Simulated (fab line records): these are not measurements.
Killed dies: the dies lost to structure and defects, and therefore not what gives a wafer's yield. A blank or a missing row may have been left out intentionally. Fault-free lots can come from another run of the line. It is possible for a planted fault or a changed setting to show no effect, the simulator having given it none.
Commonality check across tools || flow nand harc || 2 lots, 6 wafers sampled

== WHY IT WAS OPENED ==
Flagged at NHARC_END_SORT_01: reading killed at array, on 2 of 2 lots. Wafers without a fault read 28, standard deviation 11.
Rule: a lot is flagged in two cases, either no wafer of it has a number, or all its wafers with numbers fall more than 4 standard deviations from that mean. The rest of the lots are taken to be sound.

{"lot": "L520", "measured": "day 21 05:14", "on": "prober-01", "killed at array, wafer by wafer": "672 672 675", "flag": "FLAGGED"}
{"lot": "L519", "measured": "day 21 12:53", "on": "prober-02", "killed at array, wafer by wafer": "669 673 674", "flag": "FLAGGED"}
The mean of the flagged lots' numbers is 672, +644 from the usual (+59 standard deviations).

== LOT BY LOT: THE TOOL USED ==
Before the reading, the record contains 4 process steps out of a 1159-step route. Each cell gives the tool, then ch followed by the chambers the sampled wafers passed through, then the start.
{"lot": "L520", "flag": "FLAGGED", "NHARC_A_CHANNEL_HOLE_D1_ETCH_20": "har etch-01 ch 0,1, day 9 16:25", "NHARC_A_CHANNEL_HOLE_D1_STRIP_27": "rie diel-12 ch 1,2,3, day 9 22:21 or earlier", "NHARC_A_CHANNEL_FILL_D1_ALD_02": "ald hk-03 ch 0,1,2, day 9 22:21", "NHARC_A_CHANNEL_FILL_D1_STRIP_28": "rie diel-08 ch 1,3, day 11 01:05"}
{"lot": "L519", "flag": "FLAGGED", "NHARC_A_CHANNEL_HOLE_D1_ETCH_20": "har etch-02 ch 0,1, day 9 16:45", "NHARC_A_CHANNEL_HOLE_D1_STRIP_27": "rie diel-02 ch 0,1,2, day 9 23:05 or earlier", "NHARC_A_CHANNEL_FILL_D1_ALD_02": "ald hk-02 ch 0,1,2, day 9 23:05", "NHARC_A_CHANNEL_FILL_D1_STRIP_28": "rie diel-03 ch 1,3, day 11 01:05"}
What is done by these steps:
- NHARC_A_CHANNEL_HOLE_D1_ETCH_20: etches the open film in C4F8/O2/Ar, time 361.9 s, target depth 1600 nm.
- NHARC_A_CHANNEL_HOLE_D1_STRIP_27: strips in O2.
- NHARC_A_CHANNEL_FILL_D1_ALD_02: deposits SiO2, target thk 6 nm, pulse time 10 s, ald cycles 60.
- NHARC_A_CHANNEL_FILL_D1_STRIP_28: strips in O2, time 20 s.
- NHARC_END_SORT_01

== FLAGGED OVER TOTAL, TOOL BY TOOL (the gauges that took the reading come last) ==
{"step": "NHARC_A_CHANNEL_HOLE_D1_ETCH_20", "tool": "har etch-01", "lots run": 1, "flagged": 1, "share of the flagged lots": "some", "sound lots run after its first flagged lot": 0}
{"step": "NHARC_A_CHANNEL_HOLE_D1_ETCH_20", "tool": "har etch-02", "lots run": 1, "flagged": 1, "share of the flagged lots": "some", "sound lots run after its first flagged lot": 0}
{"step": "NHARC_A_CHANNEL_HOLE_D1_STRIP_27", "tool": "rie diel-02", "lots run": 1, "flagged": 1, "share of the flagged lots": "some", "sound lots run after its first flagged lot": 0}
{"step": "NHARC_A_CHANNEL_HOLE_D1_STRIP_27", "tool": "rie diel-12", "lots run": 1, "flagged": 1, "share of the flagged lots": "some", "sound lots run after its first flagged lot": 0}
{"step": "NHARC_A_CHANNEL_FILL_D1_ALD_02", "tool": "ald hk-02", "lots run": 1, "flagged": 1, "share of the flagged lots": "some", "sound lots run after its first flagged lot": 0}
{"step": "NHARC_A_CHANNEL_FILL_D1_ALD_02", "tool": "ald hk-03", "lots run": 1, "flagged": 1, "share of the flagged lots": "some", "sound lots run after its first flagged lot": 0}
{"step": "NHARC_A_CHANNEL_FILL_D1_STRIP_28", "tool": "rie diel-03", "lots run": 1, "flagged": 1, "share of the flagged lots": "some", "sound lots run after its first flagged lot": 0}
{"step": "NHARC_A_CHANNEL_FILL_D1_STRIP_28", "tool": "rie diel-08", "lots run": 1, "flagged": 1, "share of the flagged lots": "some", "sound lots run after its first flagged lot": 0}
{"step": "NHARC_END_SORT_01", "tool": "prober-01", "lots run": 1, "flagged": 1, "share of the flagged lots": "some", "sound lots run after its first flagged lot": 0}
{"step": "NHARC_END_SORT_01", "tool": "prober-02", "lots run": 1, "flagged": 1, "share of the flagged lots": "some", "sound lots run after its first flagged lot": 0}
With no start given for some of its lots, NHARC_A_CHANNEL_HOLE_D1_STRIP_27 uses the hours and lot order of NHARC_A_CHANNEL_FILL_D1_ALD_02.

== WHAT THE TABLE PERMITS ==
No row of the table ran every flagged lot.

== WHAT THE SIMULATOR HAD PUT IN ==
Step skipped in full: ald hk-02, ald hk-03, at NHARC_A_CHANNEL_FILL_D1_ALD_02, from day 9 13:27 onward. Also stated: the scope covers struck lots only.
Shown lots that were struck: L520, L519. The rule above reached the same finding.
